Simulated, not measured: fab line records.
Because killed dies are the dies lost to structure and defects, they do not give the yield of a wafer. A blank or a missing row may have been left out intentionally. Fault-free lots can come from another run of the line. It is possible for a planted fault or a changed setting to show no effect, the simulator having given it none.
Lot-split experiment ; flow n5 finfet ; route with 1938 steps; 7 lots, 39 wafers read

## THE SPLIT
At N5_BEOL_M5_HM_DEP_02 (deposits TiN, target thk 20 nm), the setting target thk a was moved away from the recipe's 200 angstrom on 15 of the 39 wafers read, by -20.9% to +46.7%. The other wafers ran this setting at the recipe's value.

## FROM THE SPLIT TO THE READING: what the file shows between them, 4 steps
- N5_BEOL_M5_COAT_59: time 60 s, resist thk 60 nm
- N5_BEOL_M5_COAT_60: time 60 s, resist thk 12 nm
- N5_BEOL_M5_STRIP_73: strips in N2/H2
- N5_BEOL_M5_STRIP_64: strips in CF4

## THE READING
etch.depth nm (the simulator's own value, which no gauge read), in nm, at N5_BEOL_M5_HM_OPEN_17 (chemistry Cl2/BCl3, target TiN, target depth 20 nm, overetch 6 nm). No usual value for it is given in the file. The 24 wafers here that ran the recipe average 19.98 nm, standard deviation 0.21 nm.

wafer;tool, chamber at the split;target thk a as run, angstrom;against the recipe;etch.depth nm, nm;against lot-mates on the recipe
L074.1;pvd sputter-01, -;200;recipe;20.22;-
L074.2;pvd sputter-01, -;200;recipe;20.36;-
L074.3;pvd sputter-01, -;200;recipe;20.07;-
L074.6;pvd sputter-01, -;200;recipe;20.07;-
L074.4;pvd sputter-01, -;200;recipe;20.17;-
L074.5;pvd sputter-01, -;200;recipe;20.14;-
L075.1;pvd sputter-01, -;200;recipe;19.9;-
L075.2;pvd sputter-01, -;279.4;+39.7%;25.72;+5.80
L075.3;pvd sputter-01, -;200;recipe;19.81;-
L075.4;pvd sputter-01, -;279.4;+39.7%;25.44;+5.52
L075.5;pvd sputter-01, -;200;recipe;20.05;-
L075.6;pvd sputter-01, -;279.4;+39.7%;25.77;+5.85
L078.1;pvd sputter-01, -;158.2;-20.9%;15.4;-4.43
L078.2;pvd sputter-01, -;200;recipe;19.86;-
L078.3;pvd sputter-01, -;158.2;-20.9%;15.49;-4.34
L078.4;pvd sputter-01, -;200;recipe;19.88;-
L078.5;pvd sputter-01, -;158.2;-20.9%;15.38;-4.45
L078.6;pvd sputter-01, -;200;recipe;19.76;-
L081.1;pvd sputter-03, -;240.9;+20.5%;24.14;+4.11
L081.2;pvd sputter-03, -;200;recipe;19.82;-
L081.3;pvd sputter-03, -;240.9;+20.5%;24.37;+4.34
L081.4;pvd sputter-03, -;200;recipe;19.9;-
L081.5;pvd sputter-03, -;240.9;+20.5%;24.12;+4.09
L081.6;pvd sputter-03, -;200;recipe;20.37;-
L080.1;pvd sputter-03, -;200;recipe;20.09;-
L080.2;pvd sputter-03, -;200;recipe;20.31;-
L080.3;pvd sputter-03, -;293.3;+46.7%;26.4;+6.33
L080.4;pvd sputter-03, -;293.3;+46.7%;25.96;+5.89
L080.5;pvd sputter-03, -;293.3;+46.7%;25.99;+5.92
L080.6;pvd sputter-03, -;200;recipe;19.81;-
L086.1;pvd sputter-01, -;166.6;-16.7%;16.66;-3.07
L086.2;pvd sputter-01, -;200;recipe;19.51;-
L086.3;pvd sputter-01, -;200;recipe;19.95;-
L086.4;pvd sputter-01, -;166.6;-16.7%;16.15;-3.58
L086.5;pvd sputter-01, -;166.6;-16.7%;16.65;-3.08
L086.6;pvd sputter-01, -;200;recipe;19.73;-
L091.1;pvd sputter-01, -;200;recipe;19.85;-
L091.4;pvd sputter-01, -;200;recipe;20.04;-
L091.6;pvd sputter-01, -;200;recipe;19.9;-

THE FIT
A straight line over all 39 wafers: etch.depth nm changes by +0.157 nm for each +1% of target thk a; r = +0.98; the points scatter about the line by 0.64 nm.
The same after taking each lot's own level away (the mean of its wafers on the recipe; 39 wafers): +0.154 nm for each +1%; r = +0.98; scatter 0.59 nm.
On that fit, the largest move of target thk a shifts the reading by 7.2 nm.
From 19.730 to 20.172 nm: that is the span of the lots' own levels, equal to 2.1 times the standard deviation above.
Hence the lot-to-lot level has little effect on the slope; both slopes agree.
Check: with one of the wafers moved furthest among these (+46.7%) left out of the fit, the line predicts +7.14 nm for it against its lot-mates. It came out at +6.33 nm against them.

## THESE WAFERS: OTHER SPLITS
Before the reading, these wafers also passed through other splits. Each is held against what the fit with the lots' levels taken away leaves over:
other split on the same wafers;wafers away from the commonest value;r with etch.depth nm (lot level and that fit taken away)
N5_HKMG_FIN_ETCH_55 time s;15;+0.23
N5_BEOL_M0_CUTY_DESCUM_61 time s;15;-0.01

## THE WHOLE CHAIN: every reading that the file lists as answering this split, in the file's order
step;what it does;reading;change (the file's fit);r (the file's)
N5_BEOL_M5_HM_DEP_02;deposits TiN, target thk 20 nm;TiN_of_BEOL_M5_HM_DEP_02.thk nm (the simulator's own value, which no gauge read);+0.201 nm for each +1% of the setting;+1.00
N5_BEOL_M5_HM_OPEN_17;chemistry Cl2/BCl3, target TiN, target depth 20 nm, overetch 6 nm;etch.depth nm (the simulator's own value, which no gauge read);+0.152 nm for each +1% of the setting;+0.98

## FILE'S OWN FIT
etch.depth nm changes by +0.152 nm for each +1% of target thk a, r = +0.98.
